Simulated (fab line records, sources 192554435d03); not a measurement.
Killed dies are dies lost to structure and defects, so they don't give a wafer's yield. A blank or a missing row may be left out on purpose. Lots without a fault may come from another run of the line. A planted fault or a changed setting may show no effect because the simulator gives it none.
Chamber matching | flow n5_finfet | N5_SPACER0_ALD_07 on ald_sin-04: 4 sister chambers
The step deposits SiNx, target thk 2 nm. 20 wafers are shown with their chamber, then 10 later ones without.

WAFERS WITH THEIR CHAMBER
wafer  | chamber | heater_power_w (W)
L074.3 | 1       | 888
L074.5 | 0       | 771
L074.6 | 1       | 880
L075.3 | 0       | 785
L075.4 | 3       | 837
L075.6 | 2       | 950
L076.3 | 2       | 933
L076.4 | 3       | 821
L076.6 | 1       | 873
L078.1 | 1       | 867
L078.3 | 2       | 960
L078.6 | 0       | 763
L080.1 | 2       | 933
L080.2 | 1       | 843
L080.4 | 0       | 772
L083.3 | 3       | 767
L083.4 | 0       | 781
L083.5 | 1       | 829
L084.3 | 0       | 772
L084.4 | 2       | 1014

SIGNATURES (means of the wafers above)
reading        | chamber 0 | chamber 1 | chamber 2 | chamber 3 | scatter within a chamber
heater_power_w | 774.00    | 863.33    | 958.00    | 808.33    | 25
Rule: a wafer's distance from a chamber is the root of the sum, over the readings, of the square of ((its reading less the chamber's mean) divided by the reading's scatter). The wafer belongs to the nearest chamber; if the next one is less than 2 further off, it can't be placed. The scatter: the root of (the sum of the squares of (reading less its chamber's mean) over the shown wafers, divided by (wafers less chambers)).

WAFERS WITHOUT THEIR CHAMBER
wafer  | heater_power_w (W)
L084.6 | 786
L085.2 | 830
L085.4 | 801
L085.5 | 807
L088.1 | 769
L088.3 | 842
L088.5 | 814
L089.1 | 993
L089.5 | 799
L089.6 | 835

WHICH CHAMBER EACH WENT THROUGH
wafer  | from the rows above          | in truth
L084.6 | can't be placed: 0 or 3      | 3
L085.2 | can't be placed: 3 or 1 or 0 | 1
L085.4 | can't be placed: 3 or 0      | 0
L085.5 | can't be placed: 3 or 0      | 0
L088.1 | can't be placed: 0 or 3      | 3
L088.3 | can't be placed: 1 or 3 or 0 | 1
L088.5 | can't be placed: 3 or 0 or 1 | 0
L089.1 | 2                            | 2
L089.5 | can't be placed: 3 or 0      | 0
L089.6 | can't be placed: 3 or 1 or 0 | 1
Placed correctly: 1 of 10. Can't be placed from these rows: 9 (the true chamber is among the candidates in 9). Placed wrongly: 0.
